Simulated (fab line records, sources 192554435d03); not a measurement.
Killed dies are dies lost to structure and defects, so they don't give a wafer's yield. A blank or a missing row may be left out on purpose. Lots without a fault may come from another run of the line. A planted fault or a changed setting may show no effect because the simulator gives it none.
A struck lot beside a sound one | flow n5_finfet | 24 steps out of a route of 1938
Sound: wafers L255.1, L255.5, L255.6. Struck: wafers L254.3, L254.4, L254.6. The cause comes at the end.
At each step with rows: each side's tool, then ch and its chambers, then its first start. Under that, the readings that differ: sound wafers | struck wafers | difference of the means | sigmas: that difference in standard deviations of wafers without a fault.
alike: readings whose means differ by less than 2 such deviations, and words and numbers that are the same on both sides. not compared: withheld readings, readings that some wafer has no value for, bounds like >300 that may hide the same value, and numbers for which the record gives no deviation and whose values overlap.
The two part at a step that has a row with sigmas, a row that says differs or no value, or rows on one side only. Numbers that don't overlap but have no deviation are shown without sigmas and don't part them. A reading that every wafer of one side lacks parts them only if that side has two wafers or more.

first, 11 steps without rows for these wafers: N5_BEOL_M6_ETCH_62 (etches SOC in N2/H2, target depth 110 nm, overetch 22 nm, time 165 s); N5_BEOL_M6_STRIP_68 (strips in N2/H2); N5_BEOL_M6_STRIP_67 (strips in CF4); N5_BEOL_M6_HM_OPEN_17 (chemistry Cl2/BCl3, target TiN, target depth 20 nm, overetch 6 nm); N5_BEOL_M6_STRIP_19 (strips in O2); N5_BEOL_M6_COAT_63 (time 60 s, resist thk 60 nm); N5_BEOL_M6_COAT_64 (time 60 s, resist thk 12 nm); N5_BEOL_M6_COAT_71 (time 60 s, resist thk 5 nm); N5_BEOL_M6_COAT_22 (resist thk 30 nm); N5_BEOL_M6_EBR_24; N5_BEOL_M6_SOFTBAKE_23 (time 60 s).
N5_BEOL_M6_EXPOSE_25: exposes mask V5, target cd 40 nm.
  sound on euv_scanner-02 ch 0, day 11 23:20; struck on euv_scanner-02 ch 0, day 11 23:26
  reading              | sound             | struck            | difference | sigmas
  exposure_dose_mJ_cm2 | 44.89 44.99 44.94 | 46.45 46.37 46.42 | +1.47      | +7
  alike: mask
then, 2 steps without rows for these wafers: N5_BEOL_M6_PEB_26 (peb time 60 s); N5_BEOL_M6_DEVELOP_27 (develop time 30 s).
N5_BEOL_M6_CD_MEAS_28: target cd 40 nm.
  sound on cd_sem-02 ch 0, day 11 23:28; struck on cd_sem-02 ch 0, day 11 23:34
  reading    | sound             | struck            | difference | sigmas
  cd_nm (nm) | 40.01 40.21 39.88 | 40.52 40.42 41.08 | +0.64      | +3
N5_BEOL_M6_DESCUM_33: chemistry O2, time 7 s.
  sound on rie_diel-01 ch 0,1,2, day 11 23:48; struck on rie_diel-05 ch 0,2,3, day 11 23:59
  reading                  | sound      | struck       | difference | sigmas
  model.BEOL_M6.cd_nm (nm) | 39.8 40 40 | 40.8 40.8 41 | +0.9       |
  alike: drypump_motor_current_A, oes_product_au, rf_vpp_V, showerhead_plenum_p_Torr, throttle_valve_pct
  not compared: rf_hours_counter_h
then, 5 steps without rows for these wafers: N5_BEOL_M6_ETCH_72 (etches underlayer in N2/H2, target depth 6.5 nm, time 5.2 s); N5_BEOL_M6_ETCH_65 (etches SiARC in CF4, target depth 15.6 nm, time 26 s); N5_BEOL_M6_ETCH_66 (etches SOC in N2/H2, target depth 80 nm, overetch 16 nm, time 120 s); N5_BEOL_M6_STRIP_69 (strips in N2/H2); N5_BEOL_M6_STRIP_73 (strips in N2/H2).
N5_BEOL_M6_VIA_ETCH_34: etches SiCOH lowk in C4F6/O2, target depth 126.3 nm, time 50.9 s.
  sound on rie_diel-01 ch 0,1,2, day 11 23:59; struck on rie_diel-05 ch 0,2,3, day 12 00:10
  reading                  | sound        | struck         | difference | sigmas
  model.BEOL_M6.cd_nm (nm) | 40 40.4 40.4 | 40.8 40.8 40.8 | +0.5       |
  alike: drypump_motor_current_A, oes_product_au, rf_vpp_V, showerhead_plenum_p_Torr, throttle_valve_pct
  not compared: rf_hours_counter_h
then, 1 step without rows for these wafers: N5_BEOL_M6_STRIP_76 (strips in C4F6/O2).
-- the record jumps here: 4 days lie between the struck wafers' starts before and after (it left off in module BEOL_M6 and takes up again in module PASSIVATION, whose first step shown is number 1936 of the route) --
N5_PASSIVATION_PROBE_49:
  the record has rows for the struck wafers here (prober-01, day 15 15:11) and none for the sound ones

WHERE THEY PART
First at N5_BEOL_M6_EXPOSE_25; last, within this record, at N5_PASSIVATION_PROBE_49.

WHY: what the simulator had put in
Process parameter drift: euv_scanner-02, from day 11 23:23 on, at N5_BEOL_M6_EXPOSE_25. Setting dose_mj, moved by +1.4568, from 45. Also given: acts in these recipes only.
